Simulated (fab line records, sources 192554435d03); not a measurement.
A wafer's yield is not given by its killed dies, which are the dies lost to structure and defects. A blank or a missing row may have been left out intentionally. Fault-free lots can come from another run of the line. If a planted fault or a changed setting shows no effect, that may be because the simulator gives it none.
Comparing a struck lot with a sound one ; flow n5 finfet ; 18 out of 1938 route steps
Sound: wafers L406.1, L406.2, L406.6. Wafers L417.2, L417.3, L417.6 were the ones struck. The cause comes at the end.
Per side, at each step with rows, come the tool, then ch with its chambers, and then its first start. Under that, the readings that differ: sound wafers ; struck wafers ; difference of the means ; sigmas: that difference in standard deviations of wafers without a fault.
alike: same words and numbers on both sides, and readings whose means sit less than 2 such deviations apart. not compared: any withheld reading, any reading some wafer has no value for, any bound like >300 that may hide the same value, and any number with overlapping values for which the record gives no deviation.
A row with sigmas, a row that says differs or no value, or rows on one side alone: a step with any of these is where the two part. Non-overlapping numbers with no deviation appear without sigmas and do not part them. Lack of a reading on every wafer of one side parts them only where that side has two or more wafers.

N5_BEOL_M7_STRIP_80: strips in N2/H2, time 10 s.
  sound on rie diel-01 ch 2,3; struck on rie diel-01 ch 2,3
  alike: bias power w, drypump motor current A, oes product au, rf vpp V, showerhead plenum p Torr, throttle valve pct
  not compared: rf hours counter h
N5_BEOL_M7_OCD_MEAS_38:
  sound on ocd-01, day 10 02:58; struck on ocd-02, day 13 01:57
  alike: trench depth nm
then, 4 steps without rows for these wafers: N5_BEOL_M7_HM_STRIP_39 (strips TiN in peroxide tin strip, target depth 25 nm, time 158 s); N5_BEOL_M7_SRD_40 (time 30 s); N5_BEOL_M7_PRECLEAN_42 (cleans in residue remover, time 60 s); N5_BEOL_M7_SRD_43 (time 30 s).
N5_BEOL_M7_CD_MEAS_35: target cd 40 nm.
  sound on cd sem-03, day 10 03:07; struck on cd sem-02, day 13 02:06
  alike: cd nm
N5_BEOL_M7_CURE_75: cures SiCOH lowk, time 120 s.
  sound on uv cure-03 ch 0, day 10 03:10; struck on uv cure-02 ch 1, day 13 02:12
  alike: lamp power pct, wafer_temp_C_max
N5_BEOL_M7_DEGAS_44: time 60 s.
  sound on pvd sputter-02, day 10 03:34; struck on pvd sputter-01, day 13 02:35
  alike: heater power w
then, 1 step without rows for these wafers: N5_BEOL_M7_PRE_CLEAN_45 (time 30 s).
N5_BEOL_M7_ALD_77: deposits TaN, target thk 2 nm, pulse time 2 s, purge time 3 s.
  sound on ald metal-03 ch 1,2,3, day 10 03:40; struck on ald metal-04 ch 0,1,2, day 13 02:41
  alike: heater power w
following that, these wafers have no rows for 1 step: N5_BEOL_M7_SURFACE_TREAT_79.
N5_BEOL_M7_CVD_78: deposits Co from CCTBA/H2, target thk 2 nm, time 142.3 s.
  sound on cvd co-01 ch 1,2, day 10 04:01; struck on cvd co-02 ch 0,2, day 13 03:23
then, 2 steps without rows for these wafers: N5_BEOL_M7_SPUTTER_48 (material Cu, target thk 10 nm, time 1.667 s); N5_BEOL_M7_ECD_50 (material Cu, target thk 300 nm).
N5_BEOL_M7_ANNEAL_51: time 90 s.
  sound on rtp anneal-01 ch 0, day 10 04:20; struck on rtp anneal-02 ch 0, day 13 04:05
  alike: anneal temp c, wafer_temp_C_max
N5_BEOL_M7_CMP_52: polishes, stops on SiCOH lowk, t overpolish 6.9 s, target thk 80 nm.
  sound on cmp-02 ch 0,1, day 10 04:38; struck on cmp-02 ch 1,3, day 13 04:20
reading;sound;struck;difference;sigmas
barrier field endpoint s (s);27.7 28.2 28.7;31.1 30.5 31.7;+2.9;+4
  alike: clearing platen rpm, motor current A, overpolish run s, slurry flow ml min, time to endpoint s
N5_BEOL_M7_THK_MEAS_53: measures by xrf.
  sound on film metro-01, day 10 04:56; struck on film metro-01, day 13 04:38
  alike: M7_THK

WHERE THEY PART
Only at N5_BEOL_M7_CMP_52, as far as this record shows. Later steps at which nothing parts them and some readings are alike: N5_BEOL_M7_THK_MEAS_53.

WHY: what had been put in by the simulator
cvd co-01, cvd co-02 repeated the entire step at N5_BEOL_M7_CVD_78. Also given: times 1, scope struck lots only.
